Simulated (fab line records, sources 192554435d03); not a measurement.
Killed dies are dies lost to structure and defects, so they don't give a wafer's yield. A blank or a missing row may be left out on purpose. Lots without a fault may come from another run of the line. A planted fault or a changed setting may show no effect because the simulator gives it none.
Chamber matching | flow n5_finfet | N5_FIN_SAQP_SPACER2_ETCHBACK_29 on rie_diel-02: 4 sister chambers
The step etches SiO2 in CHF3/O2, target depth 12.2 nm, time 6.1 s. 4 wafers are shown with their chamber, then 8 later ones without.

WAFERS WITH THEIR CHAMBER
wafer  | chamber | throttle_valve_pct (%)
L081.1 | 1       | 19.03
L084.6 | 2       | 18.82
L088.5 | 0       | 18.79
L090.3 | 3       | 19.36

WAFERS WITHOUT THEIR CHAMBER
wafer  | throttle_valve_pct (%)
L090.4 | 19.06
L090.5 | 19.08
L093.1 | 19.38
L093.2 | 18.80
L093.5 | 19.39
L094.1 | 19.38
L094.2 | 18.81
L094.4 | 19.09

WHICH CHAMBER EACH WENT THROUGH
wafer  | from the rows above     | in truth
L090.4 | 1                       | 1
L090.5 | 1                       | 1
L093.1 | 3                       | 3
L093.2 | can't be placed: 0 or 2 | 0
L093.5 | 3                       | 3
L094.1 | 3                       | 3
L094.2 | can't be placed: 2 or 0 | 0
L094.4 | 1                       | 1
Placed correctly: 6 of 8. Can't be placed from these rows: 2 (the true chamber is among the candidates in 2). Placed wrongly: 0.
How it was worked out, from the rows above alone: a wafer's distance from a chamber is the root of the sum, over the readings, of the square of ((its reading less the chamber's mean) divided by the reading's scatter). The wafer belongs to the nearest chamber; if the next one is less than 2 further off, it can't be placed. A chamber's mean is the mean of its shown wafers. The scatter: with one shown wafer a chamber, the root of the mean of the squares of how far each hidden wafer lies from its nearest shown one.
